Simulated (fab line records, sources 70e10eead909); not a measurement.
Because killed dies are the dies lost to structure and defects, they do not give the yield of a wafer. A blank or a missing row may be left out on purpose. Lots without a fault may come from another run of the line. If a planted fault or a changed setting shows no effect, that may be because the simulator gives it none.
Matching of chambers -- flow nand_harc -- NHARC_A_M0_ETCH_34 on rie_diel-01 has 4 sister chambers
The step etches the open film in N2/H2, target depth 40 nm, overetch 12 nm, time 43.94 s. 16 wafers are shown with their chamber, then 8 later ones without.

== EACH WAFER AND ITS CHAMBER ==
wafer,chamber,showerhead_plenum_p_Torr (Torr),drypump_motor_current_A (A),rf_vpp_V (V)
L076.1,2,1.94,6.0,428.4
L076.2,1,2.17,4.8,434.2
L076.5,1,2.17,4.8,434.8
L074.1,2,1.94,6.1,426.0
L074.2,1,2.17,4.8,434.4
L074.6,3,1.99,5.8,430.2
L079.1,1,2.17,4.8,434.5
L079.3,3,1.99,5.8,427.6
L079.4,0,1.91,6.0,425.8
L078.2,2,1.94,6.1,429.0
L078.3,3,1.99,5.8,430.1
L078.4,1,2.17,4.8,434.8
L085.1,3,1.98,5.8,429.7
L085.2,1,2.17,4.8,432.6
L085.4,0,1.90,6.0,427.3
L089.1,1,2.17,4.8,433.4

SIGNATURES (averages over the wafers above)
reading,chamber 0,chamber 1,chamber 2,chamber 3,scatter within a chamber
showerhead_plenum_p_Torr,1.9050,2.1700,1.9400,1.9875,0.00323
drypump_motor_current_A,6.000,4.800,6.067,5.800,0.0236
rf_vpp_V,426.550,434.100,427.800,429.400,1.1
Rule: a wafer's distance from a chamber is the root of the sum, over the readings, of the square of ((its reading less the chamber's mean) divided by the reading's scatter). The wafer belongs to the nearest chamber; if the next one is less than 2 further off, it can't be placed. The scatter: the root of (the sum of the squares of (reading less its chamber's mean) over the shown wafers, divided by (wafers less chambers)).

== WAFERS WITH NO CHAMBER GIVEN ==
wafer,showerhead_plenum_p_Torr (Torr),drypump_motor_current_A (A),rf_vpp_V (V)
L089.2,1.98,5.8,429.8
L089.5,1.90,6.0,426.5
L094.1,2.16,4.8,435.9
L094.2,1.90,6.1,427.1
L094.6,1.98,5.8,429.5
L097.1,2.16,4.8,433.1
L097.2,1.94,6.0,427.8
L097.4,1.90,6.0,427.3

== CHAMBER TAKEN BY EACH ==
wafer,from the rows above,in truth
L089.2,3,3
L089.5,0,0
L094.1,1,1
L094.2,0,0
L094.6,3,3
L097.1,1,1
L097.2,2,2
L097.4,0,0
Placed correctly: 8 of 8. Can't be placed from these rows: 0. 0 placed wrongly.
